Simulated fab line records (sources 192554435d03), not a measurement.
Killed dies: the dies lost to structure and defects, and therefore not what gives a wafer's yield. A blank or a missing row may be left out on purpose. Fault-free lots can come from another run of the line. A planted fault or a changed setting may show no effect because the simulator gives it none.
Struck lot and sound lot, side by side || flow n5-finfet || 34 out of 1938 route steps
Sound: the wafers L475.2, L475.3, L475.4. The struck wafers were L484.3, L484.4, L484.6. The cause is given at the end.
Per side, at each step with rows, come the tool, then ch with its chambers, and then its first start. Under that, the readings that differ: sound wafers || struck wafers || difference of the means || sigmas: that difference in standard deviations of wafers without a fault.
alike: words and numbers the same on both sides, and readings whose means are apart by under 2 such deviations; not compared: readings that were withheld, readings missing a value for some wafer, numbers with overlapping values and no deviation given by the record, and bounds like >300 which may hide the same value.
A row with sigmas, a row that says differs or no value, or rows on one side alone: a step with any of these is where the two part. Non-overlapping numbers with no deviation appear without sigmas and do not part them. Lack of a reading on every wafer of one side parts them only where that side has two or more wafers.

first, 10 steps without rows for these wafers: N5_BEOL_M9_HM_STRIP_39 (strips TiN in peroxide tin strip, target depth 25 nm, time 158 s); N5_BEOL_M9_SRD_40 (time 30 s); N5_BEOL_M9_PRECLEAN_42 (cleans in residue remover, time 60 s); N5_BEOL_M9_SRD_43 (time 30 s); N5_BEOL_M9_CURE_72 (cures SiCOH lowk, time 120 s); N5_BEOL_M9_DEGAS_44 (time 60 s); N5_BEOL_M9_PRE_CLEAN_45 (time 30 s); N5_BEOL_M9_ALD_74 (deposits TaN, target thk 2 nm, pulse time 2 s, purge time 3 s); N5_BEOL_M9_SURFACE_TREAT_79; N5_BEOL_M9_CVD_78 (deposits Co from CCTBA/H2, target thk 2 nm, time 138.9 s).
N5_BEOL_M9_SPUTTER_48: material Cu, target thk 12 nm, time 2 s.
  sound on pvd-sputter-03, day 12 08:41; struck on pvd-sputter-03, day 14 18:56
  alike: throttle-valve-pct
then, 22 steps without rows for these wafers: N5_BEOL_M9_ECD_50 (material Cu, target thk 318 nm); N5_BEOL_M9_ANNEAL_51 (time 90 s); N5_BEOL_M9_CMP_52 (polishes, stops on SiCOH lowk, t overpolish 7 s, target thk 140 nm); N5_BEOL_M9_PRE_CLEAN_55 (time 15 s); N5_BEOL_M9_DEP_56 (deposits SiCN from 3MS/NH3, target thk 15 nm, time 26.5 s); N5_BEOL_M10_ILD_DEP_00 (deposits SiCOH lowk from DEMS/porogen, target thk 308.51 nm, time 58 s); N5_BEOL_M10_CURE_71 (cures SiCOH lowk, time 240 s); N5_BEOL_M10_PECVD_70 (deposits SiO2 from TEOS/O2, target thk 20 nm, time 22.7 s); N5_BEOL_M10_HM_DEP_02 (deposits TiN, target thk 20 nm); N5_BEOL_M10_COAT_59 (time 60 s, resist thk 100 nm); N5_BEOL_M10_COAT_60 (time 60 s, resist thk 30 nm); N5_BEOL_M10_COAT_05 (resist thk 90 nm); N5_BEOL_M10_EBR_07; N5_BEOL_M10_SOFTBAKE_06 (time 60 s); N5_BEOL_M10_EXPOSE_08 (exposes mask M10); N5_BEOL_M10_PEB_09 (peb time 60 s); N5_BEOL_M10_DEVELOP_10 (develop time 30 s); N5_BEOL_M10_DESCUM_16 (chemistry O2, time 7.9 s); N5_BEOL_M10_ETCH_61 (etches SiARC in CF4, target depth 39 nm, time 65 s); N5_BEOL_M10_ETCH_62 (etches SOC in N2/H2, target depth 110 nm, overetch 22 nm, time 165 s); N5_BEOL_M10_STRIP_68 (strips in N2/H2); N5_BEOL_M10_STRIP_67 (strips in CF4).
-- a jump in the record: the struck wafers' starts before and after are 3 days apart (it breaks off in module BEOL_M10 and resumes in module PASSIVATION, where the first step shown is number 1936 of the route) --
N5_PASSIVATION_PROBE_49:
  sound on prober-02, day 15 00:24; struck on prober-01, day 17 12:07
{"reading": "defect-limited-yield (%)", "sound": "91.3 92.5 94.1", "struck": "89.7 89.5 89.2", "difference": -3.2, "sigmas": -2}
{"reading": "killed_at_M4_up", "sound": "10 11 13", "struck": "25 29 23", "difference": "+14", "sigmas": "+3"}
{"reading": "killed-dies", "sound": "103 88 70", "struck": "121 124 127", "difference": "+37", "sigmas": "+2"}
{"reading": "sort_bin_5_function (%)", "sound": "5.0 4.4 3.5", "struck": "5.8 6.9 6.6", "difference": "+2.1", "sigmas": "+2"}
{"reading": "sort-n-pass", "sound": "1077 1092 1110", "struck": "1059 1056 1053", "difference": -37, "sigmas": -2}
{"reading": "sort-yield-pct (%)", "sound": "91.3 92.5 94.1", "struck": "89.7 89.5 89.2", "difference": -3.2, "sigmas": -2}
  alike: killed_at_M0_to_M3, killed-at-contacts, killed-at-front-end, killed-at-other, killed-open, killed-short, sort_bin_6_memory

WHERE THEY PART
N5_PASSIVATION_PROBE_49 only, going by this record.

WHY: whatever the simulator had introduced
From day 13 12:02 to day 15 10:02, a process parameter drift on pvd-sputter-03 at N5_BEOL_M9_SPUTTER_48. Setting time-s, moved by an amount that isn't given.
